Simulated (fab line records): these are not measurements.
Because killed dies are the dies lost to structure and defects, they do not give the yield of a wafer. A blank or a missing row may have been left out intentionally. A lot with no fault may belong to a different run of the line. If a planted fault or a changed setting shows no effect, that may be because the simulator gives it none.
Chamber matching	flow nand harc	NHARC_P_M1_DESCUM_14 on rie diel-11 has 4 sister chambers
The step chemistry O2, time 3 s. 7 wafers are shown with their chamber, then 9 later ones without.

== WAFERS PAIRED WITH THEIR CHAMBERS ==
wafer	chamber	oes product au (a.u.)	throttle valve pct (%)
L080.4	2	1.018	11.312
L082.5	0	1.002	11.293
L083.5	2	1.012	11.310
L083.6	1	1.016	11.293
L084.1	0	0.991	11.323
L084.4	1	1.007	11.310
L084.5	3	0.982	11.304

== WAFERS MISSING THEIR CHAMBER ==
wafer	oes product au (a.u.)	throttle valve pct (%)
L091.1	0.991	11.314
L091.3	0.997	11.326
L091.6	0.991	11.303
L095.3	1.005	11.303
L095.5	0.989	11.318
L095.6	0.988	11.306
L096.1	1.005	11.310
L096.4	0.996	11.311
L096.6	1.007	11.320

== EACH ONE'S CHAMBER ==
wafer	from the rows above	in truth
L091.1	can't be placed: 0 or 3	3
L091.3	can't be placed: 0 or 3 or 1 or 2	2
L091.6	can't be placed: 0 or 3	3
L095.3	can't be placed: 1 or 0 or 2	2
L095.5	can't be placed: 0 or 3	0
L095.6	can't be placed: 3 or 0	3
L096.1	can't be placed: 1 or 0 or 2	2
L096.4	0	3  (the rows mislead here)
L096.6	can't be placed: 2 or 1 or 0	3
Correct placement for 0 of the 9. Unplaceable from these rows: 8, with the true chamber sitting among the candidates in 7. 1 placed wrongly.
How it was worked out, from the rows above alone: a wafer's distance from a chamber is the root of the sum, over the readings, of the square of ((its reading less the chamber's mean) divided by the reading's scatter). If the next closest chamber is less than 2 further off than the closest, the wafer can't be placed; otherwise it belongs to the closest. For every chamber, the mean is computed from those of its wafers that are shown. The scatter: take each reading less its chamber's mean, square it, sum over the shown wafers, divide by the number of wafers less the number of chambers, and take the root.
